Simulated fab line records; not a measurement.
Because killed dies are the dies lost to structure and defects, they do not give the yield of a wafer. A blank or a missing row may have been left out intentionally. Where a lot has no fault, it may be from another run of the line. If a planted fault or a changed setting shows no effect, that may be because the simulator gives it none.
2 desks, one fault / flow nand-harc / what lay behind the numbers comes last; until then each desk has only its own

METROLOGY DESK
Means of the sampled wafers that have a number, per lot and without regard to the tool the lot ran on: this is what the gauges read. Any lot whose mean is over 4 standard deviations away from the usual mean is out of limits and marked OUT; that distance is given in the brackets.
Columns: A = cd-nm at NHARC_A_BONDPAD_CD_MEAS_09, usual 500.6 nm
lot=L179; first seen here=day 23 01:10; A=500.2
lot=L178; first seen here=day 23 18:59; A=500.3
lot=L180; first seen here=day 24 02:02; A=499.9
lot=L181; first seen here=day 24 06:58; A=500.3
lot=L182; first seen here=day 24 15:20; A=501.3
lot=L183; first seen here=day 24 18:14; A=497.8
lot=L185; first seen here=day 26 03:27; A=501.0
lot=L188; first seen here=day 28 07:31; A=499.0
lot=L193; first seen here=day 29 00:58; A=501.2
lot=L192; first seen here=day 29 03:07; A=500.4
lot=L195; first seen here=day 30 03:37; A=502.5
lot=L201; first seen here=day 31 22:07; A=500.9
lot=L198; first seen here=day 32 00:11; A=501.9
This desk found nothing out of limits on any of the 13 lots.

AT THE TOOL OWNER'S DESK: rie-diel-08
The tool's own readings at NHARC_A_BONDPAD_ETCH_34 (etches the open film in N2/H2, target depth 60 nm, overetch 18 nm, time 65.91 s): means of the sampled wafers that have a number, for each lot that ran on this tool. Any lot whose mean is over 4 standard deviations away from the usual mean is out of limits and marked OUT; that distance is given in the brackets.
Columns: A = drypump-motor-current-A at NHARC_A_BONDPAD_ETCH_34, usual 5.8 A; B = oes-product-au at NHARC_A_BONDPAD_ETCH_34, usual 1.001 a.u.; C = rf-vpp-V at NHARC_A_BONDPAD_ETCH_34, usual 431.4 V; D = run-length-s at NHARC_A_BONDPAD_ETCH_34, usual 87.2 s; E = showerhead-plenum-p-Torr at NHARC_A_BONDPAD_ETCH_34, usual 2.07 Torr; F = throttle-valve-pct at NHARC_A_BONDPAD_ETCH_34, usual 14.171 %
lot=L179; first seen here=day 23 01:28; A=5.8; B=1.004; C=432.2; D=87.4; E=2.13; F=14.171
lot=L183; first seen here=day 24 18:32; A=5.8; B=0.998; C=432.6; D=87.2; E=2.13; F=14.178
lot=L185; first seen here=day 26 03:48; A=5.5; B=1.013; C=428.3; D=80.1 (-15) OUT; E=1.95; F=14.172
lot=L188; first seen here=day 28 07:49; A=5.4; B=1.009; C=427.6; D=73.9 (-29) OUT; E=1.97; F=14.167
This desk finds L185, L188 out of limits, L185 being first, at day 26 03:48 (run-length-s at NHARC_A_BONDPAD_ETCH_34). In limits: L179, L183.

BROUGHT TOGETHER
On L185, L188, at day 26 03:48, an alarm was possible from the tool owner's desk.
At the metrology desk, nothing out of limits was observed.
The metrology desk has L185, L188 on record, within its limits.
All the named lots went through NHARC_A_BONDPAD_ETCH_34 on rie-diel-08.

WHAT THE SIMULATOR HAD INSERTED
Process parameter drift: rie-diel-08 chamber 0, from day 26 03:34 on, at NHARC_A_BONDPAD_ETCH_34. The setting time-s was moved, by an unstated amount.
Struck lots among those shown: L185, L188.
How many hours passed from the start of the fault until each desk's first out-of-limits reading: the tool owner's desk, 0.
